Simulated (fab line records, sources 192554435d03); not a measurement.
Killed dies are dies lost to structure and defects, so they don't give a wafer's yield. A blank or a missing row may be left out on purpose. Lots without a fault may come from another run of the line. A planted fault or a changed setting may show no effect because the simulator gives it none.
Chamber matching | flow n5_finfet | N5_HKMG_FIN_ETCH_31 on rie_diel-05: 4 sister chambers
The step etches SiARC in CF4, target depth 45.5 nm, time 75.8 s. 8 wafers are shown with their chamber, then 7 later ones without.

WAFERS WITH THEIR CHAMBER
wafer  | chamber | showerhead_plenum_p_Torr (Torr) | drypump_motor_current_A (A)
L279.3 | 3       | 2.04                            | 6.4
L279.5 | 0       | 2.26                            | 5.9
L281.2 | 1       | 2.11                            | 5.1
L281.4 | 3       | 2.04                            | 6.4
L283.2 | 1       | 2.11                            | 5.1
L283.6 | 2       | 2.25                            | 5.3
L288.1 | 2       | 2.24                            | 5.4
L288.4 | 0       | 2.25                            | 5.9

WAFERS WITHOUT THEIR CHAMBER
wafer  | showerhead_plenum_p_Torr (Torr) | drypump_motor_current_A (A)
L288.5 | 2.25                            | 5.9
L289.1 | 2.24                            | 5.4
L289.4 | 2.10                            | 5.1
L289.6 | 2.24                            | 5.4
L290.3 | 2.10                            | 5.1
L290.5 | 2.03                            | 6.4
L290.6 | 2.25                            | 5.8

WHICH CHAMBER EACH WENT THROUGH
wafer  | from the rows above | in truth
L288.5 | 0                   | 0
L289.1 | 2                   | 2
L289.4 | 1                   | 1
L289.6 | 2                   | 2
L290.3 | 1                   | 1
L290.5 | 3                   | 3
L290.6 | 0                   | 0
Placed correctly: 7 of 7. Can't be placed from these rows: 0. Placed wrongly: 0.
How it was worked out, from the rows above alone: a wafer's distance from a chamber is the root of the sum, over the readings, of the square of ((its reading less the chamber's mean) divided by the reading's scatter). The wafer belongs to the nearest chamber; if the next one is less than 2 further off, it can't be placed. A chamber's mean is the mean of its shown wafers. The scatter: the root of (the sum of the squares of (reading less its chamber's mean) over the shown wafers, divided by (wafers less chambers)).
